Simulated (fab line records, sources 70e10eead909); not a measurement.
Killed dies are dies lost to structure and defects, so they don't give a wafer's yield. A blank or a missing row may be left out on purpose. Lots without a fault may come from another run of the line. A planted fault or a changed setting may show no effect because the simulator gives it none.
Which tool did it? | flow nand_harc | 11 lots, 33 wafers sampled, at 5 steps of a route of 1302

WHAT THE GAUGES READ, wafer by wafer
NHARC_END_SORT_01.
lot  | measured     | on        | killed_at_periphery
L614 | day 24 11:15 | prober-01 | 1 1 4
L621 | day 28 07:37 | prober-02 | 1 2 2
L622 | day 28 17:08 | prober-02 | 3 3 2
L624 | day 29 15:56 | prober-02 | 367 5 339
L627 | day 30 12:46 | prober-02 | 345 2 338
L633 | day 34 03:31 | prober-01 | 1 3 8

WHICH TOOL RAN EACH LOT (tool, then ch and the chambers of the sampled wafers, then the start)
lot  | NHARC_P_M0_ECD_22              | NHARC_THIN_TSV_DESCUM_14           | NHARC_THIN_TSV_DESCUM_35           | NHARC_THIN_TSV_ETCH_59
L614 | ecd_cu-01 ch 0,1, day 6 17:53  | rie_diel-04 ch 0,1,3, day 23 20:23 | rie_diel-05 ch 0,2,3, day 24 02:17 | rie_metal-02 ch 1, day 24 02:29
L615 | ecd_cu-01 ch 0,1, day 7 12:15  | rie_diel-05 ch 0,3, day 24 19:09   | rie_diel-04 ch 0,2, day 25 01:01   | rie_metal-03 ch 0,1, day 25 01:13
L616 | ecd_cu-01 ch 0,1, day 7 16:13  | rie_diel-01 ch 0,1,3, day 24 20:28 | rie_diel-05 ch 1,2,3, day 25 02:25 | rie_metal-02 ch 0,1, day 25 02:34
L620 | ecd_cu-02 ch 0,1, day 9 15:37  | rie_diel-05 ch 0,1,2, day 27 12:38 | rie_diel-04 ch 0,3, day 27 18:35   | rie_metal-03 ch 0,1, day 27 18:46
L621 | ecd_cu-01 ch 0,1, day 9 20:59  | rie_diel-05 ch 0,1,3, day 27 13:52 | rie_diel-05 ch 0,1,2, day 27 19:50 | rie_metal-02 ch 0,1, day 27 20:00
L622 | ecd_cu-01 ch 0,1, day 10 04:46 | rie_diel-04 ch 0,1,3, day 27 22:46 | rie_diel-05 ch 1,2,3, day 28 04:40 | rie_metal-01 ch 0,1, day 28 04:52
L624 | ecd_cu-01 ch 0,1, day 11 04:32 | rie_diel-05 ch 0,1,3, day 28 22:35 | rie_diel-05 ch 0,2,3, day 29 04:32 | rie_metal-02 ch 0,1, day 29 04:41
L627 | ecd_cu-01 ch 0,1, day 12 13:19 | rie_diel-05 ch 0,1, day 29 20:16   | rie_diel-04 ch 2,3, day 30 02:04   | rie_metal-02 ch 0,1, day 30 02:15
L633 | ecd_cu-02 ch 0,1, day 15 16:29 | rie_diel-04 ch 1,2, day 33 04:40   | rie_diel-05 ch 0,1,3, day 33 10:37 | rie_metal-01 ch 0,1, day 33 10:46
L634 | ecd_cu-01 ch 0,1, day 16 01:33 | rie_diel-05 ch 0,1,2, day 33 02:17 | rie_diel-04 ch 1,2, day 33 08:22   | rie_metal-03 ch 1, day 33 08:31
L635 | ecd_cu-02 ch 0,1, day 16 02:45 | rie_diel-04 ch 2,3, day 33 03:35   | rie_diel-01 ch 0,1, day 33 09:47   | rie_metal-02 ch 0,1, day 33 09:58
- NHARC_P_M0_ECD_22: material Cu, target thk 400 nm.
- NHARC_THIN_TSV_DESCUM_14: chemistry O2, time 3 s.
- NHARC_THIN_TSV_DESCUM_35: chemistry O2, time 3 s.
- NHARC_THIN_TSV_ETCH_59: etches the open film in Cl2/BCl3, target depth 880 nm, time 138.1 s.

THE ANSWER, worked out from the rows above alone
Rule: what is usual is taken from the lots themselves. Put in order of their means at a reading, lots are off if they are a third of the lots or fewer, leave a main group of 4 or more, and stand apart from it by a gap of 3 or more times the standard deviation of the main group's means; of several such gaps the widest counts. A main group whose means are all the same, to the digits that the tables above print for the reading, isn't used. A lot without any number at a reading at which 4 lots or more have one is off too. The other lots that the step has rows for count as sound.
Off: L624, L627, at NHARC_END_SORT_01 (killed_at_periphery). The main group: mean 3, standard deviation 0.89. Neither off nor sound, because the step has no rows for them: L615, L616, L620, L634, L635.
A tool fits if, at a process step before that reading, it ran every lot that is off, and no sound lot after the first of them. The gauges at NHARC_END_SORT_01 are tried like those tools. Can't be told from this: 4 tools fit, ecd_cu-01 at NHARC_P_M0_ECD_22, rie_diel-05 at NHARC_THIN_TSV_DESCUM_14, rie_metal-02 at NHARC_THIN_TSV_ETCH_59, prober-02 at NHARC_END_SORT_01.

WHAT THE SIMULATOR HAD PUT IN
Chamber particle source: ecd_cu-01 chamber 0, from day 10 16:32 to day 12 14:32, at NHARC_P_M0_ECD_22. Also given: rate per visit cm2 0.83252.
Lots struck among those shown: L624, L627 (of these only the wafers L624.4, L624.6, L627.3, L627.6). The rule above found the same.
